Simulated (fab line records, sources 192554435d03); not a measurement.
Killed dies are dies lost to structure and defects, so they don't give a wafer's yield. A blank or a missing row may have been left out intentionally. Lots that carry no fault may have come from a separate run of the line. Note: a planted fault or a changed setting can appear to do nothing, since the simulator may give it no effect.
Which tool was responsible? || flow n5_finfet || 21 wafers from 7 lots sampled at 3 of the route's 1938 steps

## WHAT THE GAUGES READ, wafer by wafer
N5_BEOL_M0_SAQP_CD_MEAS_25: the cd target is 13.1 nm.
{"lot": "L703", "measured": "day 5 20:47", "on": "cd_sem-03", "cd_nm (nm)": "12.69 13.22 13.04"}
{"lot": "L705", "measured": "day 6 08:12", "on": "cd_sem-02", "cd_nm (nm)": "12.69 12.86 12.66"}
{"lot": "L707", "measured": "day 7 02:14", "on": "cd_sem-01", "cd_nm (nm)": "12.91 13.23 12.92"}
{"lot": "L709", "measured": "day 7 10:51", "on": "cd_sem-03", "cd_nm (nm)": "12.83 12.74 12.93"}
{"lot": "L720", "measured": "day 10 05:56", "on": "cd_sem-03", "cd_nm (nm)": "- - -"}
{"lot": "L722", "measured": "day 10 12:33", "on": "cd_sem-01", "cd_nm (nm)": "- - -"}
{"lot": "L724", "measured": "day 11 03:02", "on": "cd_sem-01", "cd_nm (nm)": "12.93 12.90 12.96"}

## WHAT TOOL EACH LOT RAN ON (gives the tool, then ch and the chambers of the sampled wafers, and finally the start)
{"lot": "L703", "N5_BEOL_M0_SAQP_STRIP_86": "rie_diel-05 ch 1,2,3, day 5 18:54", "N5_BEOL_M0_SAQP_SPACER1_ALD_98": "ald_sin-04 ch 1,2,3, day 5 20:05"}
{"lot": "L705", "N5_BEOL_M0_SAQP_STRIP_86": "rie_diel-03 ch 0,1,3, day 6 07:00", "N5_BEOL_M0_SAQP_SPACER1_ALD_98": "ald_sin-04 ch 1,2,3, day 6 07:31"}
{"lot": "L707", "N5_BEOL_M0_SAQP_STRIP_86": "rie_diel-02 ch 1,2,3, day 7 01:02", "N5_BEOL_M0_SAQP_SPACER1_ALD_98": "ald_sin-03 ch 0,1,2, day 7 01:33"}
{"lot": "L709", "N5_BEOL_M0_SAQP_STRIP_86": "rie_diel-05 ch 2,3, day 7 09:32", "N5_BEOL_M0_SAQP_SPACER1_ALD_98": "ald_sin-03 ch 0,1,3, day 7 10:03"}
{"lot": "L720", "N5_BEOL_M0_SAQP_STRIP_86": "rie_diel-02 ch 0,1,2, day 10 04:08", "N5_BEOL_M0_SAQP_SPACER1_ALD_98": "ald_sin-04 ch 0,1,2, day 10 05:16"}
{"lot": "L722", "N5_BEOL_M0_SAQP_STRIP_86": "rie_diel-02 ch 0,2,3, day 10 11:17", "N5_BEOL_M0_SAQP_SPACER1_ALD_98": "ald_sin-03 ch 0,1,2, day 10 11:52"}
{"lot": "L724", "N5_BEOL_M0_SAQP_STRIP_86": "rie_diel-02 ch 0,2,3, day 11 01:48", "N5_BEOL_M0_SAQP_SPACER1_ALD_98": "ald_sin-02 ch 0,1, day 11 02:22"}
- N5_BEOL_M0_SAQP_STRIP_86: strips in N2/H2.
- N5_BEOL_M0_SAQP_SPACER1_ALD_98: deposits SiO2, target thk 12.8 nm, pulse time 1 s, purge time 2 s.

## THE ANSWER, worked out from the rows above alone
Rule: usual is defined by the lots themselves. The widest of any qualifying gaps counts: lots, ordered by their means at a reading, are off when they make up no more than a third of the lots, leave a main group of 4 or more, and stand apart from it by 3 or more times the standard deviation of that group's means. Not used: any main group whose means are identical at the precision the tables above print for the reading. Also off: a lot with no number at a reading for which 4 or more lots have one. All remaining lots with rows at the step are treated as sound.
Off, at N5_BEOL_M0_SAQP_CD_MEAS_25 on cd_nm: L720, L722. Without a number there: L720, L722. For the main group the mean is 12.90 nm and the standard deviation 0.1.
A tool fits if, at a process step before that reading, it ran every lot that is off, and no sound lot after the first of them. The gauges at N5_BEOL_M0_SAQP_CD_MEAS_25 are tried like those tools. Of those tried, none fits.

## WHAT THE SIMULATOR HAD INSERTED
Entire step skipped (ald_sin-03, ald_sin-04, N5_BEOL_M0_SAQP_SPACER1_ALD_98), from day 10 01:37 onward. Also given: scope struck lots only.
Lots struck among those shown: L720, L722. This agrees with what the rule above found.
